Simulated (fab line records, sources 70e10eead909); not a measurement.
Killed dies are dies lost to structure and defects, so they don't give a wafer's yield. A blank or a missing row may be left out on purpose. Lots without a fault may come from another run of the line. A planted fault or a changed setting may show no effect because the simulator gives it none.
fab line records | flow nand_harc
record lots=5 wafers=15 last_day=34
route steps=1302 shown A_BLC@1132 A_M0@1137
lots that met no fault: from a run of the same line without faults
start_h: hours from the record's first day to the start of the lot's first wafer shown | wait_h: hours since the lot's step before | " the same as in the row above | L1.1+2: a row that stands for several wafers | - no value, or no start given | * or withheld: withheld | < > ~ a bound
route shown NAME@n: a module of which the file shows steps, and the number in the route of the first | usual: mean/standard deviation of fault-free wafers | same: alike in all rows | chamber/n: place in a boat | sites: the reading at each site | _std_site: their standard deviation | _edge_site: outer sites' mean less inner sites' | radius_mm: how far each site lies from the wafer's centre | mask NAME#n: copy n | behind: the tool/chamber that last shaped the wafer | hold: why the lot was held/for how many hours/how that ended | device: the transistor (n, p or np) that didn't switch | end of line: the same wafers' tests at the end of the route | a step without rows: its recipe alone | killed: dies lost to structure and defects at the first sort, not the wafer's yield | map: a wafer's dies, x killed, . not, _ none there
set.NAME: the setting as run; set.NAME@STEP: as run at that earlier step | model.NAME: the simulator's own value behind a step, which no gauge read
lots at some steps of the route; a table a step, a row a wafer
services: from which hour (start_h, from the record's first day; less than 0 if before it) a tool's chamber was out of use, for how many hours, and why
## steps
# step NHARC_A_BLC_CVD_24
# recipe target_thk_a=1500 temp_c=300 pressure_torr=40 wf6_flow_sccm=40 h2_flow_sccm=1600 ar_flow_sccm=1560 time_s=434 material=W
# usual heater_power_outer_w=299/25 heater_power_w=531/51 throttle_valve_pct=7.84/0.26
# columns lot.wafer tool chamber start_h wait_h heater_power_outer_w heater_power_w throttle_valve_pct
L768.1 cvd_w-01 0 - - 310 521 8.23
L768.3 " 1 " " 265 473 8.11
L768.6 " 1 " " 272 469 8.00
L778.3 cvd_w-01 0 - - 326 525 7.42
L778.4 " 0 " " 330 538 7.65
L778.5 " 0 " " 338 530 7.60
L785.2 cvd_w-02 1 - - 325 606 7.73
L785.3 " 1 " " 320 598 7.56
L785.6 " 1 " " 330 610 7.76
L787.1 cvd_w-02 0 - - 270 489 8.10
L787.3 " 0 " " 270 464 8.09
L787.6 " 1 " " 334 621 7.98
L790.3 cvd_w-01 0 - - 331 543 7.76
L790.4 " 1 " " 286 487 7.99
L790.6 " 0 " " 318 538 7.67
# step NHARC_A_BLC_CMP_25
# recipe t_overpolish_s=30 target_thk_nm=150
# usual motor_current_A=13.1/1.2 overpolish_run_s=29.999/0.0094 time_to_endpoint_s=29.9/2.6
# columns lot.wafer tool chamber start_h wait_h motor_current_A overpolish_run_s time_to_endpoint_s
L768.3 cmp-01 1 539.45 0.2 12.2 29.995 26.2
L768.1 " 3 " " 14.0 30.002 30.6
L768.6 " 2 " " 12.5 30.009 28.5
L778.4 cmp-02 2 635.26 0.4 12.4 29.985 30.1
L778.3 " 0 " " 15.0 30.003 26.9
L778.5 " 1 " " 13.9 29.999 31.4
L785.3 cmp-01 0 700.54 0.2 13.3 29.988 26.4
L785.2 " 2 " " 13.1 30.003 28.7
L785.6 " 0 " " 12.8 29.997 29.3
L787.3 cmp-01 2 721.79 0.4 13.4 30.006 30.3
L787.1 " 3 " " 13.0 29.996 31.4
L787.6 " 1 " " 12.2 30.003 30.9
L790.4 cmp-03 1 765.69 0.2 13.6 29.992 30.0
L790.3 " 3 " " 15.0 29.992 31.1
L790.6 " 2 " " 10.8 30.000 34.2
# step NHARC_A_BLC_SRD_27
# step NHARC_A_BLC_INSPECT_28
# usual raw_defect_count=514/100
# columns lot.wafer tool chamber start_h wait_h raw_defect_count
L768.1 defect_inspect-01 - 539.87 0.1 627
L768.3 " - " " 507
L768.6 " - " " 494
L778.3 defect_inspect-01 - 635.64 0.1 443
L778.4 " - " " 453
L778.5 " - " " 402
L785.2 defect_inspect-01 - 700.94 0.1 498
L785.3 " - " " 619
L785.6 " - " " 512
L787.1 defect_inspect-01 - 722.14 0.1 455
L787.3 " - " " 548
L787.6 " - " " 566
L790.3 defect_inspect-01 - 766.09 0.1 538
L790.4 " - " " 635
L790.6 " - " " 438
# step NHARC_A_M0_DEP_00
# recipe target_thk_a=1500 target_thk_nm=150 temp_c=withheld pressure_torr=5 flow_sccm=200 rf_w=600 material=SiOC
# step NHARC_A_M0_DEHYDRATE_01
# recipe temp_c=150 time_s=120
# step NHARC_A_M0_HMDS_02
# recipe time_s=30
# step NHARC_A_M0_COAT_33
# recipe temp_c=200 time_s=65
# step NHARC_A_M0_COAT_03
# recipe spin_rpm=1500 resist_thk_nm=90
# step NHARC_A_M0_SOFTBAKE_04
# recipe temp_c=105 time_s=55
# step NHARC_A_M0_EBR_05
# step NHARC_A_M0_EXPOSE_06
# recipe na=1.35 target_cd_nm=80 dose_mj=83.25 mask_id=A_M0
# usual exposure_dose_mJ_cm2=83.17/0.072
# columns lot.wafer tool chamber start_h wait_h mask exposure_dose_mJ_cm2
L768.1 arfi_scanner-01 0 540.64 - A_M0#0 83.28
L768.3 " 0 " " A_M0#0 83.16
L768.6 " 0 " " A_M0#0 83.19
L778.3 arfi_scanner-02 0 636.43 - A_M0#0 83.98
L778.4 " 0 " " A_M0#0 84.18
L778.5 " 0 " " A_M0#0 84.13
L785.2 arfi_scanner-02 0 701.70 - A_M0#0 83.15
L785.3 " 0 " " A_M0#0 83.18
L785.6 " 0 " " A_M0#0 83.19
L787.1 arfi_scanner-01 0 722.90 - A_M0#0 83.16
L787.3 " 0 " " A_M0#0 83.11
L787.6 " 0 " " A_M0#0 83.15
L790.3 arfi_scanner-01 0 766.86 - A_M0#0 83.22
L790.4 " 0 " " A_M0#0 83.08
L790.6 " 0 " " A_M0#0 83.08
# step NHARC_A_M0_PEB_07
# recipe peb_temp_c=100 peb_time_s=65
# step NHARC_A_M0_DEVELOP_08
# recipe develop_time_s=35 dev_temp_c=23
# step NHARC_A_M0_CD_MEAS_09
# recipe target_cd_nm=80 landing_energy_ev=500
# usual cd_nm=79.7/0.6
# columns lot.wafer tool chamber start_h wait_h cd_nm
L768.1 cd_sem-03 0 540.77 - 79.3
L768.3 " 0 " " 79.2
L768.6 " 0 " " 78.6
L778.3 cd_sem-01 0 636.56 - 76.4
L778.4 " 0 " " 75.7
L778.5 " 0 " " 71.5
L785.2 cd_sem-03 0 701.84 - 79.4
L785.3 " 0 " " 80.3
L785.6 " 0 " " 80.1
L787.1 cd_sem-01 0 723.03 - 78.9
L787.3 " 0 " " 80.3
L787.6 " 0 " " 80.1
L790.3 cd_sem-03 0 767.00 - 79.2
L790.4 " 0 " " 79.3
L790.6 " 0 " " 79.3
# step NHARC_A_M0_OVL_MEAS_10
# recipe pitch_nm=160
# usual overlay_x_nm=0.3/0.76 overlay_y_nm=0.0/0.65
# columns lot.wafer tool chamber start_h wait_h overlay_x_nm overlay_y_nm
L768.1 overlay-02 - 540.86 - 2.7 0.1
L768.3 " - " " 2.2 0.0
L768.6 " - " " 2.7 -0.1
L778.3 overlay-01 - 636.65 - -0.6 -0.2
L778.4 " - " " -0.1 0.3
L778.5 " - " " -0.3 0.6
L785.2 overlay-02 - 701.92 - 0.7 0.3
L785.3 " - " " 0.3 0.5
L785.6 " - " " 0.3 0.3
L787.1 overlay-01 - 723.12 - 0.1 -0.2
L787.3 " - " " 0.3 -0.3
L787.6 " - " " 0.3 -1.0
L790.3 overlay-02 - 767.08 - 0.4 -1.3
L790.4 " - " " 0.5 -1.5
L790.6 " - " " -0.3 -1.7
# step NHARC_A_M0_INSPECT_11
# usual raw_defect_count=82/34
# columns lot.wafer tool chamber start_h wait_h raw_defect_count
L768.1 defect_inspect-02 - 540.90 0.0 105
L768.3 " - " " 110
L768.6 " - " " 116
L778.3 defect_inspect-02 - 636.69 0.0 18
L778.4 " - " " 9
L778.5 " - " " 17
L785.2 defect_inspect-01 - 701.96 0.0 67
L785.3 " - " " 67
L785.6 " - " " 65
L787.1 defect_inspect-02 - 723.16 0.0 41
L787.3 " - " " 43
L787.6 " - " " 47
L790.3 defect_inspect-02 - 767.12 0.0 117
L790.4 " - " " 108
L790.6 " - " " 118
# step NHARC_A_M0_DESCUM_14
# recipe time_s=3 o2_flow_sccm=200 ar_flow_sccm=0 bias_power_w=0 chemistry=O2
# usual drypump_motor_current_A=5.7/0.46 oes_product_au=0.996/0.01 rf_vpp_V=57.9/0.88 showerhead_plenum_p_Torr=1.93/0.086 throttle_valve_pct=11.312/0.0095
# columns lot.wafer tool chamber start_h wait_h drypump_motor_current_A oes_product_au rf_hours_counter_h rf_vpp_V showerhead_plenum_p_Torr throttle_valve_pct model.A_M0.cd_nm
L768.3 rie_diel-12 0 540.96 0.1 4.8 1.002 3.1 56.1 1.79 11.308 79.71
L768.1 " 3 " " 6.1 0.989 3.4 56.9 2.04 11.308 78.86
L768.6 " 1 " " 5.4 0.999 - 58.0 1.94 11.314 78.85
L778.4 rie_diel-12 0 636.76 0.1 4.8 0.984 0.1 56.7 1.79 11.306 75.88
L778.3 " 1 " " 5.4 1.001 0.1 57.0 1.94 11.309 76.51
L778.5 " 3 " " 6.1 0.999 - 57.7 2.04 11.306 71
L785.3 rie_diel-12 3 702.02 0.1 6.0 1.003 3.7 57.4 2.04 11.311 79.88
L785.2 " 2 " " 5.9 1.003 3.9 59.0 1.97 11.310 79.65
L785.6 " 0 " " 4.8 1.001 - 58.6 1.79 11.303 79.95
L787.3 rie_diel-01 3 723.24 0.1 6.3 1.000 9.9 58.7 1.96 11.311 80.1
L787.1 " 0 " " 5.2 0.992 9.5 57.2 1.86 11.316 78.59
L787.6 " 1 " " 5.3 0.999 - 56.8 1.83 11.311 80.24
L790.3 rie_diel-12 1 767.19 0.1 5.4 1.009 7.6 58.7 1.93 11.320 79.32
L790.4 " 2 " " 5.8 0.983 6.9 58.6 1.97 11.320 79.25
L790.6 " 3 " " 6.1 1.001 - 58.8 2.04 11.320 78.35
# step NHARC_A_M0_ETCH_34
# recipe target_depth_a=400 overetch_a=120 time_s=43.94 ion_energy_ev=200 n2_flow_sccm=150 h2_flow_sccm=150 ar_flow_sccm=0 rf_w=400 bias_w=150 chemistry=N2/H2
# usual drypump_motor_current_A=5.6/0.48 oes_product_au=0.998/0.0097 rf_fwd_power_W=395.2/1.9 rf_vpp_V=430.9/2.7 showerhead_plenum_p_Torr=2.05/0.094 throttle_valve_pct=14.171/0.0091
# columns lot.wafer tool chamber start_h wait_h drypump_motor_current_A oes_product_au rf_fwd_power_W rf_hours_counter_h rf_vpp_V showerhead_plenum_p_Torr throttle_valve_pct
L768.1 rie_diel-12 3 541.06 0.1 6.1 1.003 394.2 3.4 433.3 2.18 14.152
L768.3 " 1 " " 5.4 1.002 393.8 3.1 431.0 2.07 14.177
L768.6 " 1 " " 5.4 1.014 394.0 - 433.3 2.07 14.168
L778.3 rie_diel-12 2 636.84 0.1 5.9 0.989 394.4 0.0 433.1 2.11 14.173
L778.4 " 0 " " 4.8 0.984 397.4 0.1 426.0 1.90 14.178
L778.5 " 1 " " 5.4 1.000 393.5 - 431.2 2.07 14.161
L785.2 rie_diel-12 3 702.11 0.1 6.1 0.997 396.4 3.7 433.8 2.18 14.156
L785.3 " 0 " " 4.8 0.988 396.6 4.5 427.5 1.90 14.162
L785.6 " 3 " " 6.1 0.997 396.8 - 433.4 2.18 14.188
L787.3 rie_diel-01 3 723.31 0.1 6.3 0.975 391.6 9.9 431.0 2.09 14.162
L787.1 " 1 " " 5.3 1.005 395.3 8.0 427.8 1.95 14.170
L787.6 " 3 " " 6.3 0.995 394.5 - 431.6 2.09 14.179
L790.3 rie_diel-12 1 767.27 0.1 5.4 0.996 393.8 7.6 431.0 2.06 14.167
L790.4 " 3 " " 6.1 1.004 395.2 6.8 434.9 2.17 14.161
L790.6 " 0 " " 4.8 0.984 398.2 - 427.1 1.90 14.178
# step NHARC_A_M0_ETCH_15
# recipe target_depth_a=1500 overetch_a=150 time_s=82.5 c4f8_flow_sccm=withheld ar_flow_sccm=400 rf_w=600 bias_w=300 chemistry=C4F8/Ar
# usual oes_product_au=0.946/0.022 rf_fwd_power_W=595.3/2.5 rf_vpp_V=441.2/2.9
# columns lot.wafer tool chamber start_h wait_h oes_product_au rf_fwd_power_W rf_hours_counter_h rf_vpp_V model.A_M0.cd_nm
L768.3 rie_diel-12 1 - - 0.946 592.4 3.1 440.5 79.96
L768.1 " 3 " " 0.935 595.2 3.4 444.0 79.38
L768.6 " 3 " " 0.942 590.6 - 444.2 79.15
L778.4 rie_diel-12 1 - - 0.987 595.7 0.1 441.4 75.82
L778.3 " 3 " " 0.966 596.4 0.1 446.7 76.38
L778.5 " 1 " " 0.985 592.6 - 441.7 70.68
L785.2 rie_diel-12 2 - - 0.980 597.6 3.9 443.3 79.57
L785.3 " 3 " " 0.963 593.1 3.8 444.8 79.95
L785.6 " 0 " " 0.962 593.5 - 437.2 79.91
L787.1 rie_diel-01 2 - - 0.928 597.0 9.9 445.0 79.18
L787.3 " 3 " " 0.923 590.9 9.9 443.2 80.8
L787.6 " 3 " " 0.917 595.6 - 442.0 80.96
L790.4 rie_diel-12 3 - - 0.927 593.5 6.8 444.4 79.61
L790.3 " 0 " " 0.912 595.8 7.5 435.2 79.29
L790.6 " 3 " " 0.927 595.1 - 443.6 78.48
# step NHARC_A_M0_CD_MEAS_16
# usual cd_nm=79.7/0.74
# columns lot.wafer tool chamber start_h wait_h cd_nm
L768.1 cd_sem-02 - 541.30 - 79.4
L768.3 " - " " 79.8
L768.6 " - " " 79.1
L778.3 cd_sem-01 - 637.05 - 76.2
L778.4 " - " " 75.9
L778.5 " - " " 70.8
L785.2 cd_sem-01 - 702.32 - 79.6
L785.3 " - " " 79.7
L785.6 " - " " 79.7
L787.1 cd_sem-03 - 723.52 - 79.0
L787.3 " - " " 80.9
L787.6 " - " " 81.0
L790.3 cd_sem-02 - 767.48 - 79.3
L790.4 " - " " 80.0
L790.6 " - " " 78.5
# step NHARC_A_M0_STRIP_18
# recipe power_w=1000 n2_flow_sccm=150 h2_flow_sccm=150 ar_flow_sccm=0 bias_w=0 chemistry=N2/H2
# usual drypump_motor_current_A=5.6/0.46 oes_product_au=0.999/0.0093 rf_fwd_power_W=997/3.1 rf_vpp_V=90.7/1 showerhead_plenum_p_Torr=2.05/0.09 throttle_valve_pct=14.171/0.0094
# columns lot.wafer tool chamber start_h wait_h drypump_motor_current_A oes_product_au rf_fwd_power_W rf_hours_counter_h rf_vpp_V showerhead_plenum_p_Torr throttle_valve_pct
L768.1 rie_diel-01 0 541.40 0.1 5.2 1.000 995 7.3 89.1 1.98 14.150
L768.3 " 2 " " 6.0 0.993 994 9.5 92.3 2.14 14.173
L768.6 " 3 " " 6.3 0.990 995 - 91.4 2.10 14.161
L778.3 rie_diel-09 3 637.12 0.1 5.6 0.992 991 4.2 89.6 2.06 14.163
L778.4 " 1 " " 6.0 1.002 997 5.3 89.8 2.02 14.176
L778.5 " 3 " " 5.5 0.994 990 - 90.1 2.05 14.159
L785.3 rie_diel-01 3 702.40 0.1 6.3 0.990 994 9.6 91.7 2.09 14.173
L785.2 " 0 " " 5.2 1.004 999 9.2 89.5 1.98 14.174
L785.6 " 3 " " 6.3 0.992 994 - 90.6 2.09 14.183
L787.3 rie_diel-09 1 723.62 0.1 6.0 0.994 1000 0.5 90.6 2.02 14.181
L787.1 " 3 " " 5.6 0.991 997 0.7 90.7 2.05 14.167
L787.6 " 0 " " 5.6 0.981 999 - 92.8 2.19 14.196
L790.3 rie_diel-01 2 767.55 0.1 6.0 0.995 995 1.5 91.4 2.14 14.165
L790.4 " 3 " " 6.2 0.988 996 1.6 91.1 2.09 14.182
L790.6 " 3 " " 6.3 0.988 995 - 90.0 2.09 14.161
## services
# columns tool chamber start_h hours kind
rie_diel-12 3 517.34 1.6 repair
rie_diel-12 2 532.78 17.9 repair
cvd_w-01 - 547.00 13.0 pm
arfi_scanner-01 - 557.79 2.3 repair
rie_diel-01 - 557.84 9.0 pm
rie_diel-12 1 564.88 5.5 repair
rie_diel-01 2 567.12 3.8 repair
rie_diel-01 1 568.25 6.7 repair
cmp-01 - 574.23 0.4 repair
cmp-01 - 577.62 4.0 pm
rie_diel-01 3 581.73 14.2 repair
cvd_w-01 1 595.96 1.3 repair
arfi_scanner-01 - 602.08 4.0 pm
rie_diel-12 - 622.40 9.0 pm
cvd_w-01 1 628.46 11.8 repair
cmp-01 - 635.76 1.3 repair
rie_diel-01 1 644.72 9.7 repair
arfi_scanner-01 - 674.90 6.4 repair
cmp-01 - 675.62 4.0 pm
cmp-01 - 701.20 0.8 repair
rie_diel-01 3 726.12 5.6 repair
cvd_w-01 - 728.34 13.0 pm
rie_diel-01 - 734.84 9.0 pm
cmp-01 - 752.84 2.8 repair
## key
first_sign step=NHARC_A_M0_EXPOSE_06 reading=exposure_dose_mJ_cm2 direction=up sigmas=13 usual=83.17 struck=84.09
effect step=NHARC_A_M0_CD_MEAS_09 reading=cd_nm direction=down sigmas=8.5 usual=79.7 struck=74.5 through=control_loop
effect step=NHARC_A_M0_CD_MEAS_16 reading=cd_nm direction=down sigmas=7.2 usual=79.7 struck=74.3 through=control_loop
model_effect step=NHARC_A_M0_DESCUM_14 value=A_M0.cd_nm without=79.28 struck=74.46
model_effect step=NHARC_A_M0_ETCH_15 value=A_M0.cd_nm without=79.11 struck=74.29
met_at NHARC_A_M0_EXPOSE_06
struck_wafers L778.3,L778.4,L778.5
sort_left_out L778.3,L778.4,L778.5
loop_trim step=NHARC_A_M0_EXPOSE_06 setting=dose lots=L778
fault kind=process_parameter_drift tool=arfi_scanner-02 chamber=- onset_h=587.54 steps=NHARC_A_M0_EXPOSE_06 channel=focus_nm offset=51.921 spread_by_wafer=0.3 shape=step end_h=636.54
# sort_left_out: the simulated sort isn't trusted on such a fault, so these wafers' sort isn't shown, and their yield isn't known
# loop_trim: a control loop set the setting to another value than it would have without faults
